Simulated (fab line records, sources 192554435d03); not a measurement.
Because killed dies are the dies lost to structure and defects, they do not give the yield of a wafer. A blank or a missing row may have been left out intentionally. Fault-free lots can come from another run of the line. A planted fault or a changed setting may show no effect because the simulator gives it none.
Matching of chambers || flow n5 finfet || N5_BEOL_M6_CURE_75 on uv cure-02 has 3 sister chambers
The step cures SiCOH lowk, time 120 s. 3 wafers are shown with their chamber, then 8 later ones without.

## EACH WAFER AND ITS CHAMBER
{"wafer": "L679.6", "chamber": 1, "wafer_temp_C_max": 372.0}
{"wafer": "L686.6", "chamber": 0, "wafer_temp_C_max": 371.4}
{"wafer": "L691.1", "chamber": 2, "wafer_temp_C_max": 372.3}

## WAFERS MISSING THEIR CHAMBER
{"wafer": "L691.4", "wafer_temp_C_max": 372.2}
{"wafer": "L691.6", "wafer_temp_C_max": 372.2}
{"wafer": "L692.1", "wafer_temp_C_max": 372.4}
{"wafer": "L692.2", "wafer_temp_C_max": 371.9}
{"wafer": "L692.4", "wafer_temp_C_max": 372.1}
{"wafer": "L696.2", "wafer_temp_C_max": 371.8}
{"wafer": "L696.3", "wafer_temp_C_max": 371.9}
{"wafer": "L696.5", "wafer_temp_C_max": 372.0}

## THE CHAMBER EACH PASSED THROUGH
{"wafer": "L691.4", "from the rows above": "can't be placed: 2 or 1", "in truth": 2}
{"wafer": "L691.6", "from the rows above": "can't be placed: 2 or 1", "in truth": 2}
{"wafer": "L692.1", "from the rows above": 2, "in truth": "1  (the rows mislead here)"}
{"wafer": "L692.2", "from the rows above": 1, "in truth": 1}
{"wafer": "L692.4", "from the rows above": "can't be placed: 1 or 2", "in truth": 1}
{"wafer": "L696.2", "from the rows above": "can't be placed: 1 or 0", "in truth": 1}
{"wafer": "L696.3", "from the rows above": 1, "in truth": 1}
{"wafer": "L696.5", "from the rows above": 1, "in truth": 1}
Correct placement for 3 of the 8. Unplaceable from these rows: 4, with the true chamber sitting among the candidates in 4. Placed wrongly: 1.
How it was worked out, from the rows above alone: a wafer's distance from a chamber is the root of the sum, over the readings, of the square of ((its reading less the chamber's mean) divided by the reading's scatter). The wafer belongs to the nearest chamber; if the next one is less than 2 further off, it can't be placed. The mean given for a chamber averages the wafers shown for that chamber. The scatter: root of mean squared gap, hidden wafer to nearest shown wafer, with one shown wafer a chamber.
